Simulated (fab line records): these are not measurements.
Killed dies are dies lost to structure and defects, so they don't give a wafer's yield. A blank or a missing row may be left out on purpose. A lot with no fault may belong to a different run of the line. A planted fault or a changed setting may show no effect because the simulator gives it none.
Matching of chambers ; flow nandHarc ; cmp-01 running NHARC_P_M0_CMP_23: 4 sister chambers
The step polishes, t overpolish 20 s, target thk 117.54 nm. 8 wafers are shown with their chamber, then 12 later ones without.

## WAFERS WITH THEIR CHAMBER
wafer;chamber;motorCurrentA (A);timeToEndpointS (s)
L088.5;3;13.2;28.3
L087.1;0;11.4;32.5
L087.2;1;11.5;25.1
L089.4;3;13.6;26.2
L089.6;0;11.5;28.1
L090.1;1;11.7;28.7
L090.3;2;11.3;32.9
L090.6;2;11.6;33.1

## WAFERS WITHOUT THEIR CHAMBER
wafer;motorCurrentA (A);timeToEndpointS (s)
L091.1;13.2;27.8
L091.2;11.8;25.4
L091.5;11.0;31.4
L092.1;11.6;27.0
L092.3;10.8;30.8
L092.6;11.2;28.7
L096.2;13.4;28.6
L096.4;11.0;30.9
L096.6;11.8;23.6
L097.1;10.8;28.8
L097.3;11.5;24.3
L097.5;10.4;28.0

## WHICH CHAMBER EACH WENT THROUGH
wafer;from the rows above;in truth
L091.1;3;3
L091.2;can't be placed: 1 or 0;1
L091.5;can't be placed: 0 or 2 or 1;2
L092.1;can't be placed: 1 or 0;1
L092.3;can't be placed: 0 or 2 or 1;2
L092.6;can't be placed: 0 or 1 or 2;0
L096.2;3;3
L096.4;can't be placed: 0 or 2 or 1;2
L096.6;can't be placed: 1 or 0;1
L097.1;can't be placed: 0 or 2 or 1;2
L097.3;can't be placed: 1 or 0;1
L097.5;can't be placed: 0 or 2 or 1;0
2 of 12 placed correctly. Unplaceable from these rows: 10, with the true chamber sitting among the candidates in 10. Placed wrongly: 0.
How it was worked out, from the rows above alone: a wafer's distance from a chamber is the root of the sum, over the readings, of the square of ((its reading less the chamber's mean) divided by the reading's scatter). If the next closest chamber is less than 2 further off than the closest, the wafer can't be placed; otherwise it belongs to the closest. The mean given for a chamber averages the wafers shown for that chamber. The scatter is the square root of a quotient: the sum, over the shown wafers, of each reading's squared deviation from its chamber's mean, divided by wafers minus chambers.
